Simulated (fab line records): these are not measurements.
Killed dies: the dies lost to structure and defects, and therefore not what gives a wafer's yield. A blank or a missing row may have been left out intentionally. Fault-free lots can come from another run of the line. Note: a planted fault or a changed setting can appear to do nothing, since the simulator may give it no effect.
Chamber matching | flow n5 finfet | 3 sister chambers for N5_BEOL_M13_ILD_DEP_00 on pecvd-02
The step deposits SiOC from DEMS/O2, target thk 837.92 nm, time 166.4 s. 3 wafers are shown with their chamber, then 10 later ones without.

## WAFERS, EACH WITH ITS CHAMBER
wafer  | chamber | throttle valve pct (%)
L081.6 | 1       | 12.5
L091.1 | 0       | 12.5
L091.2 | 2       | 10.6

## WAFERS WITHOUT THEIR CHAMBER
wafer  | throttle valve pct (%)
L091.3 | 12.5
L091.4 | 12.4
L091.5 | 10.6
L091.6 | 12.4
L093.4 | 12.5
L093.5 | 12.3
L093.6 | 10.5
L097.1 | 10.6
L097.3 | 12.3
L097.5 | 12.7

## WHICH CHAMBER EACH WENT THROUGH
wafer  | from the rows above     | in truth
L091.3 | can't be placed: 0 or 1 | 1
L091.4 | can't be placed: 0 or 1 | 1
L091.5 | 2                       | 2
L091.6 | can't be placed: 0 or 1 | 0
L093.4 | can't be placed: 0 or 1 | 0
L093.5 | can't be placed: 0 or 1 | 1
L093.6 | 2                       | 2
L097.1 | 2                       | 2
L097.3 | can't be placed: 0 or 1 | 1
L097.5 | can't be placed: 0 or 1 | 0
Correct placement for 3 of the 10. Can't be placed from these rows: 7 (the true chamber is among the candidates in 7). Number placed wrongly: 0.
How it was worked out, from the rows above alone: a wafer's distance from a chamber is the root of the sum, over the readings, of the square of ((its reading less the chamber's mean) divided by the reading's scatter). The wafer belongs to the nearest chamber; if the next one is less than 2 further off, it can't be placed. The mean given for a chamber averages the wafers shown for that chamber. The scatter: with one shown wafer a chamber, the root of the mean of the squares of how far each hidden wafer lies from its nearest shown one.
